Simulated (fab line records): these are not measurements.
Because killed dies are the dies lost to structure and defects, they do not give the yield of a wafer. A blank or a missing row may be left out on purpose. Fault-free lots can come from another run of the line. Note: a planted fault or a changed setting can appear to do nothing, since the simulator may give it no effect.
Which of the tools did it? :: flow nand harc :: 13 lots, 39 wafers sampled, at 5 steps of a route of 1302

== WHAT EACH GAUGE READ, for each wafer ==
NHARC_P_GATE_CD_MEAS_26: target cd 120 nm.
lot: L253
measured: day 5 03:59
on: cd sem-02
cd nm (nm): 118.3 119.1 118.2

lot: L254
measured: day 5 09:50
on: cd sem-02
cd nm (nm): 120.5 119.8 120.2

lot: L255
measured: day 5 18:14
on: cd sem-03
cd nm (nm): 120.5 119.9 119.1

lot: L257
measured: day 6 18:38
on: cd sem-03
cd nm (nm): 120.8 119.8 119.3

lot: L256
measured: day 6 19:17
on: cd sem-01
cd nm (nm): 119.4 119.7 119.4

lot: L258
measured: day 7 09:48
on: cd sem-03
cd nm (nm): 120.1 119.3 119.1

lot: L268
measured: day 11 09:49
on: cd sem-03
cd nm (nm): 119.9 119.9 119.2

lot: L269
measured: day 11 13:42
on: cd sem-03
cd nm (nm): 120.2 120.4 119.7

lot: L272
measured: day 12 20:48
on: cd sem-02
cd nm (nm): 119.3 118.8 120.0

lot: L273
measured: day 13 13:44
on: cd sem-03
cd nm (nm): 119.7 118.8 119.8

lot: L274
measured: day 13 16:30
on: cd sem-03
cd nm (nm): 117.9 118.0 120.4

lot: L275
measured: day 14 04:38
on: cd sem-02
cd nm (nm): 118.2 119.7 118.9

lot: L276
measured: day 14 11:52
on: cd sem-02
cd nm (nm): 120.2 119.6 120.2

NHARC_P_GATE_INSPECT_28.
lot: L253
measured: day 5 04:06
on: defect inspect-01
raw defect count: 7 8 7

lot: L254
measured: day 5 09:58
on: defect inspect-01
raw defect count: 12 5 6

lot: L255
measured: day 5 18:22
on: defect inspect-02
raw defect count: 7 6 10

lot: L257
measured: day 6 18:46
on: defect inspect-02
raw defect count: 6 4 5

lot: L256
measured: day 6 19:26
on: defect inspect-02
raw defect count: 5 8 6

lot: L258
measured: day 7 09:55
on: defect inspect-02
raw defect count: 9 12 9

lot: L268
measured: day 11 09:56
on: defect inspect-02
raw defect count: 6 11 8

lot: L269
measured: day 11 13:49
on: defect inspect-02
raw defect count: 6 7 7

lot: L272
measured: day 12 20:55
on: defect inspect-01
raw defect count: 3 1 6

lot: L273
measured: day 13 13:52
on: defect inspect-02
raw defect count: 5 4 4

lot: L274
measured: day 13 16:38
on: defect inspect-01
raw defect count: 5 7 6

lot: L275
measured: day 14 04:46
on: defect inspect-01
raw defect count: 4 6 15

lot: L276
measured: day 14 11:59
on: defect inspect-01
raw defect count: 4 3 4

NHARC_P_GATE_CD_MEAS_46: target cd 720 nm.
lot: L253
measured: day 5 15:52
on: cd sem-01
cd nm (nm): 723 719 720

lot: L254
measured: day 5 21:52
on: cd sem-01
cd nm (nm): 722 724 723

lot: L255
measured: day 6 06:19
on: cd sem-02
cd nm (nm): 718 714 714

lot: L257
measured: day 7 06:43
on: cd sem-02
cd nm (nm): 721 722 717

lot: L256
measured: day 7 07:20
on: cd sem-03
cd nm (nm): 725 722 723

lot: L258
measured: day 7 21:49
on: cd sem-02
cd nm (nm): 700 701 702

lot: L268
measured: day 11 21:54
on: cd sem-02
cd nm (nm): 722 722 725

lot: L269
measured: day 12 01:41
on: cd sem-03
cd nm (nm): 718 719 721

lot: L272
measured: day 13 08:41
on: cd sem-02
cd nm (nm): 723 725 723

lot: L273
measured: day 14 01:42
on: cd sem-02
cd nm (nm): 721 717 718

lot: L274
measured: day 14 04:29
on: cd sem-01
cd nm (nm): 721 722 722

lot: L275
measured: day 14 16:40
on: cd sem-02
cd nm (nm): 723 724 724

lot: L276
measured: day 14 23:49
on: cd sem-01
cd nm (nm): 718 720 715

== WHICH TOOL RAN EACH LOT (tool, then ch and the chambers of the sampled wafers, then the start) ==
lot: L253
NHARC_P_GATE_HM_DEP_102: acl dep-01 ch 0, day 5 02:32
NHARC_P_GATE_EXPOSE_43: krf scanner-03 ch 0, day 5 15:43

lot: L254
NHARC_P_GATE_HM_DEP_102: acl dep-02 ch 0, day 5 08:44
NHARC_P_GATE_EXPOSE_43: krf scanner-01 ch 0, day 5 21:43

lot: L255
NHARC_P_GATE_HM_DEP_102: acl dep-01 ch 0, day 5 17:02
NHARC_P_GATE_EXPOSE_43: krf scanner-03 ch 0, day 6 06:10

lot: L257
NHARC_P_GATE_HM_DEP_102: acl dep-01 ch 0, day 6 17:24
NHARC_P_GATE_EXPOSE_43: krf scanner-01 ch 0, day 7 06:33

lot: L256
NHARC_P_GATE_HM_DEP_102: acl dep-01 ch 0, day 6 17:56
NHARC_P_GATE_EXPOSE_43: krf scanner-02 ch 0, day 7 07:10

lot: L258
NHARC_P_GATE_HM_DEP_102: acl dep-02 ch 0, day 7 08:34
NHARC_P_GATE_EXPOSE_43: krf scanner-01 ch 0, day 7 21:40

lot: L268
NHARC_P_GATE_HM_DEP_102: acl dep-03 ch 0, day 11 08:28
NHARC_P_GATE_EXPOSE_43: krf scanner-03 ch 0, day 11 21:44

lot: L269
NHARC_P_GATE_HM_DEP_102: acl dep-01 ch 0, day 11 12:27
NHARC_P_GATE_EXPOSE_43: krf scanner-01 ch 0, day 12 01:32

lot: L272
NHARC_P_GATE_HM_DEP_102: acl dep-01 ch 0, day 12 19:27
NHARC_P_GATE_EXPOSE_43: krf scanner-02 ch 0, day 13 08:32

lot: L273
NHARC_P_GATE_HM_DEP_102: acl dep-03 ch 0, day 13 12:24
NHARC_P_GATE_EXPOSE_43: krf scanner-03 ch 0, day 14 01:32

lot: L274
NHARC_P_GATE_HM_DEP_102: acl dep-02 ch 0, day 13 15:10
NHARC_P_GATE_EXPOSE_43: krf scanner-01 ch 0, day 14 04:20

lot: L275
NHARC_P_GATE_HM_DEP_102: acl dep-02 ch 0, day 14 03:25
NHARC_P_GATE_EXPOSE_43: krf scanner-01 ch 0, day 14 16:31

lot: L276
NHARC_P_GATE_HM_DEP_102: acl dep-02 ch 0, day 14 10:31
NHARC_P_GATE_EXPOSE_43: krf scanner-01 ch 0, day 14 23:40
- NHARC_P_GATE_HM_DEP_102: deposits aC, target thk 120 nm.
- NHARC_P_GATE_EXPOSE_43: exposes mask P NSD, target cd 720 nm.

== WHAT THE TOOLS THEMSELVES READ (means of the sampled wafers that have a number; where no wafer has one, the mark that the record gives instead) ==
NHARC_P_GATE_HM_DEP_102.
lot: L253
tool: acl dep-01
throttle valve pct (%): 35.006

lot: L254
tool: acl dep-02
throttle valve pct (%): 34.999

lot: L255
tool: acl dep-01
throttle valve pct (%): 34.994

lot: L257
tool: acl dep-01
throttle valve pct (%): 34.990

lot: L256
tool: acl dep-01
throttle valve pct (%): 35.006

lot: L258
tool: acl dep-02
throttle valve pct (%): 34.995

lot: L268
tool: acl dep-03
throttle valve pct (%): 35.009

lot: L269
tool: acl dep-01
throttle valve pct (%): 35.006

lot: L272
tool: acl dep-01
throttle valve pct (%): 34.997

lot: L273
tool: acl dep-03
throttle valve pct (%): 35.002

lot: L274
tool: acl dep-02
throttle valve pct (%): 35.001

lot: L275
tool: acl dep-02
throttle valve pct (%): 35.001

lot: L276
tool: acl dep-02
throttle valve pct (%): 34.992

NHARC_P_GATE_EXPOSE_43.
lot: L253
tool: krf scanner-03
reticle temp C (C): 22.89
stage vel mm s (mm/s): 499.90

lot: L254
tool: krf scanner-01
reticle temp C (C): 23.04
stage vel mm s (mm/s): 499.69

lot: L255
tool: krf scanner-03
reticle temp C (C): 23.07
stage vel mm s (mm/s): 499.91

lot: L257
tool: krf scanner-01
reticle temp C (C): 22.88
stage vel mm s (mm/s): 500.21

lot: L256
tool: krf scanner-02
reticle temp C (C): 23.09
stage vel mm s (mm/s): 499.93

lot: L258
tool: krf scanner-01
reticle temp C (C): 22.91
stage vel mm s (mm/s): 499.69

lot: L268
tool: krf scanner-03
reticle temp C (C): 23.23
stage vel mm s (mm/s): 500.00

lot: L269
tool: krf scanner-01
reticle temp C (C): 23.09
stage vel mm s (mm/s): 500.08

lot: L272
tool: krf scanner-02
reticle temp C (C): 23.10
stage vel mm s (mm/s): 500.04

lot: L273
tool: krf scanner-03
reticle temp C (C): 22.96
stage vel mm s (mm/s): 499.84

lot: L274
tool: krf scanner-01
reticle temp C (C): 23.03
stage vel mm s (mm/s): 499.89

lot: L275
tool: krf scanner-01
reticle temp C (C): 22.98
stage vel mm s (mm/s): 500.07

lot: L276
tool: krf scanner-01
reticle temp C (C): 23.00
stage vel mm s (mm/s): 500.03

== THE ANSWER, worked out from the rows above alone ==
Rule: the usual values come from the lots themselves. Put in order of their means at a reading, lots are off if they are a third of the lots or fewer, leave a main group of 4 or more, and stand apart from it by a gap of 3 or more times the standard deviation of the main group's means; of several such gaps the widest counts. Not used: any main group whose means are identical at the precision the tables above print for the reading. A lot without any number at a reading at which 4 lots or more have one is off too. Any other lot the step has rows for is counted as sound. First the gauges in route order, then the tools' own readings, where a lot's mean is used as printed above. The first step at which some lot is off is used, and at that step the reading that is off furthest; a lot without a number counts as furthest.
Off, at NHARC_P_GATE_CD_MEAS_46 on cd nm: L258. Mean 721 nm and standard deviation 2.6 in the main group.
A tool fits if, at a process step before that reading, it ran every lot that is off, and no sound lot after the first of them. Gauges at NHARC_P_GATE_CD_MEAS_46: tried the same way as those tools. Not one of the candidates tried fits.

== WHAT THE SIMULATOR HAD PUT IN ==
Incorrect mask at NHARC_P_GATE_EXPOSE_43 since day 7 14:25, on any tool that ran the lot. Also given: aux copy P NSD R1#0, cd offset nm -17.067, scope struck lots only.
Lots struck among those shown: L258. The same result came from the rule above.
